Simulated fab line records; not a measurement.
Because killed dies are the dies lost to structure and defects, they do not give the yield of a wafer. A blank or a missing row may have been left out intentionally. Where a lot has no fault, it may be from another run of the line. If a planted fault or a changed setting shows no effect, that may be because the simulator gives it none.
Chamber matching / flow n5-finfet / N5_BEOL_M8_STRIP_67 on rie-diel-01 has 4 sister chambers
The step strips in CF4. 16 wafers are shown with their chamber, then 8 later ones without.

WAFERS, EACH WITH ITS CHAMBER
wafer=L083.2; chamber=3; showerhead-plenum-p-Torr (Torr)=1.74; drypump-motor-current-A (A)=5.9; throttle-valve-pct (%)=13.2
wafer=L083.4; chamber=0; showerhead-plenum-p-Torr (Torr)=1.84; drypump-motor-current-A (A)=6.4; throttle-valve-pct (%)=14.0
wafer=L083.6; chamber=3; showerhead-plenum-p-Torr (Torr)=1.74; drypump-motor-current-A (A)=6.0; throttle-valve-pct (%)=13.2
wafer=L087.1; chamber=2; showerhead-plenum-p-Torr (Torr)=1.73; drypump-motor-current-A (A)=6.6; throttle-valve-pct (%)=14.1
wafer=L087.2; chamber=0; showerhead-plenum-p-Torr (Torr)=1.84; drypump-motor-current-A (A)=6.4; throttle-valve-pct (%)=14.0
wafer=L087.3; chamber=1; showerhead-plenum-p-Torr (Torr)=1.75; drypump-motor-current-A (A)=5.7; throttle-valve-pct (%)=13.6
wafer=L087.4; chamber=3; showerhead-plenum-p-Torr (Torr)=1.74; drypump-motor-current-A (A)=6.0; throttle-valve-pct (%)=13.2
wafer=L087.5; chamber=2; showerhead-plenum-p-Torr (Torr)=1.73; drypump-motor-current-A (A)=6.6; throttle-valve-pct (%)=14.1
wafer=L087.6; chamber=3; showerhead-plenum-p-Torr (Torr)=1.74; drypump-motor-current-A (A)=6.0; throttle-valve-pct (%)=13.2
wafer=L086.1; chamber=1; showerhead-plenum-p-Torr (Torr)=1.74; drypump-motor-current-A (A)=5.7; throttle-valve-pct (%)=13.7
wafer=L086.2; chamber=2; showerhead-plenum-p-Torr (Torr)=1.72; drypump-motor-current-A (A)=6.6; throttle-valve-pct (%)=14.1
wafer=L086.3; chamber=3; showerhead-plenum-p-Torr (Torr)=1.74; drypump-motor-current-A (A)=5.9; throttle-valve-pct (%)=13.2
wafer=L086.4; chamber=1; showerhead-plenum-p-Torr (Torr)=1.74; drypump-motor-current-A (A)=5.8; throttle-valve-pct (%)=13.7
wafer=L086.5; chamber=3; showerhead-plenum-p-Torr (Torr)=1.74; drypump-motor-current-A (A)=5.9; throttle-valve-pct (%)=13.2
wafer=L086.6; chamber=2; showerhead-plenum-p-Torr (Torr)=1.72; drypump-motor-current-A (A)=6.6; throttle-valve-pct (%)=14.1
wafer=L091.1; chamber=0; showerhead-plenum-p-Torr (Torr)=1.84; drypump-motor-current-A (A)=6.4; throttle-valve-pct (%)=13.5

SIGNATURES, as means of the wafers listed above
reading=showerhead-plenum-p-Torr; chamber 0=1.8400; chamber 1=1.7433; chamber 2=1.7250; chamber 3=1.7400; scatter within a chamber=0.00373
reading=drypump-motor-current-A; chamber 0=6.400; chamber 1=5.733; chamber 2=6.600; chamber 3=5.950; scatter within a chamber=0.0425
reading=throttle-valve-pct; chamber 0=13.833; chamber 1=13.667; chamber 2=14.100; chamber 3=13.200; scatter within a chamber=0.12
Rule: a wafer lies at a distance from a chamber equal to the root of the sum of squares, over the readings, of (its reading less the chamber's mean, divided by the reading's scatter). If the next closest chamber is less than 2 further off than the closest, the wafer can't be placed; otherwise it belongs to the closest. The scatter is the square root of a quotient: the sum, over the shown wafers, of each reading's squared deviation from its chamber's mean, divided by wafers minus chambers.

WAFERS MISSING THEIR CHAMBER
wafer=L091.2; showerhead-plenum-p-Torr (Torr)=1.72; drypump-motor-current-A (A)=6.6; throttle-valve-pct (%)=14.1
wafer=L091.6; showerhead-plenum-p-Torr (Torr)=1.72; drypump-motor-current-A (A)=6.6; throttle-valve-pct (%)=14.1
wafer=L093.1; showerhead-plenum-p-Torr (Torr)=1.72; drypump-motor-current-A (A)=6.5; throttle-valve-pct (%)=14.2
wafer=L093.2; showerhead-plenum-p-Torr (Torr)=1.74; drypump-motor-current-A (A)=5.7; throttle-valve-pct (%)=13.7
wafer=L093.3; showerhead-plenum-p-Torr (Torr)=1.73; drypump-motor-current-A (A)=5.9; throttle-valve-pct (%)=13.3
wafer=L093.4; showerhead-plenum-p-Torr (Torr)=1.84; drypump-motor-current-A (A)=6.4; throttle-valve-pct (%)=13.5
wafer=L093.5; showerhead-plenum-p-Torr (Torr)=1.74; drypump-motor-current-A (A)=5.7; throttle-valve-pct (%)=13.7
wafer=L093.6; showerhead-plenum-p-Torr (Torr)=1.84; drypump-motor-current-A (A)=6.4; throttle-valve-pct (%)=13.4

WHICH CHAMBER EACH WENT THROUGH
wafer=L091.2; from the rows above=2; in truth=2
wafer=L091.6; from the rows above=2; in truth=2
wafer=L093.1; from the rows above=2; in truth=2
wafer=L093.2; from the rows above=1; in truth=1
wafer=L093.3; from the rows above=3; in truth=3
wafer=L093.4; from the rows above=0; in truth=0
wafer=L093.5; from the rows above=1; in truth=1
wafer=L093.6; from the rows above=0; in truth=0
8 of 8 placed correctly. From these rows, 0 cannot be placed. 0 placed wrongly.
